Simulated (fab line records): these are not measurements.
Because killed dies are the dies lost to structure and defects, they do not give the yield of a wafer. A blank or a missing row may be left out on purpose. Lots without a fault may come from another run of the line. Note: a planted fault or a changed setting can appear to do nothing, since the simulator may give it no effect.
Matching of chambers + flow n5-finfet + N5_BEOL_M0_SAQP_ILD_DEP_01 on pecvd-01: 3 sister chambers
The step deposits SiOC from DEMS/O2, target thk 45.419 nm, time 8.7 s. 6 wafers are shown with their chamber, then 8 later ones without.

## WAFERS, EACH WITH ITS CHAMBER
| wafer  | chamber | throttle-valve-pct (%) | heater-power-w (W) |
|--------|---------|------------------------|--------------------|
| L458.1 | 2       | 11.3                   | 469                |
| L458.3 | 0       | 12.6                   | 520                |
| L462.4 | 1       | 10.9                   | 658                |
| L462.5 | 2       | 11.3                   | 464                |
| L462.6 | 1       | 11.0                   | 665                |
| L473.1 | 0       | 12.6                   | 474                |

## WAFERS MISSING THEIR CHAMBER
| wafer  | throttle-valve-pct (%) | heater-power-w (W) |
|--------|------------------------|--------------------|
| L473.5 | 12.6                   | 474                |
| L473.6 | 10.9                   | 678                |
| L474.1 | 11.6                   | 452                |
| L474.4 | 12.7                   | 510                |
| L474.5 | 10.8                   | 642                |
| L476.2 | 12.7                   | 453                |
| L476.3 | 11.4                   | 452                |
| L476.5 | 12.6                   | 460                |

## CHAMBER TAKEN BY EACH
| wafer  | from the rows above | in truth |
|--------|---------------------|----------|
| L473.5 | 0                   | 0        |
| L473.6 | 1                   | 1        |
| L474.1 | 2                   | 2        |
| L474.4 | 0                   | 0        |
| L474.5 | 1                   | 1        |
| L476.2 | 0                   | 0        |
| L476.3 | 2                   | 2        |
| L476.5 | 0                   | 0        |
Placed correctly: 8 of 8. Can't be placed from these rows: 0. Placed wrongly: 0.
How it was worked out, from the rows above alone: a wafer's distance from a chamber is the root of the sum, over the readings, of the square of ((its reading less the chamber's mean) divided by the reading's scatter). If the next closest chamber is less than 2 further off than the closest, the wafer can't be placed; otherwise it belongs to the closest. Each chamber's mean is taken over the wafers shown for it. The scatter is the square root of a quotient: the sum, over the shown wafers, of each reading's squared deviation from its chamber's mean, divided by wafers minus chambers.
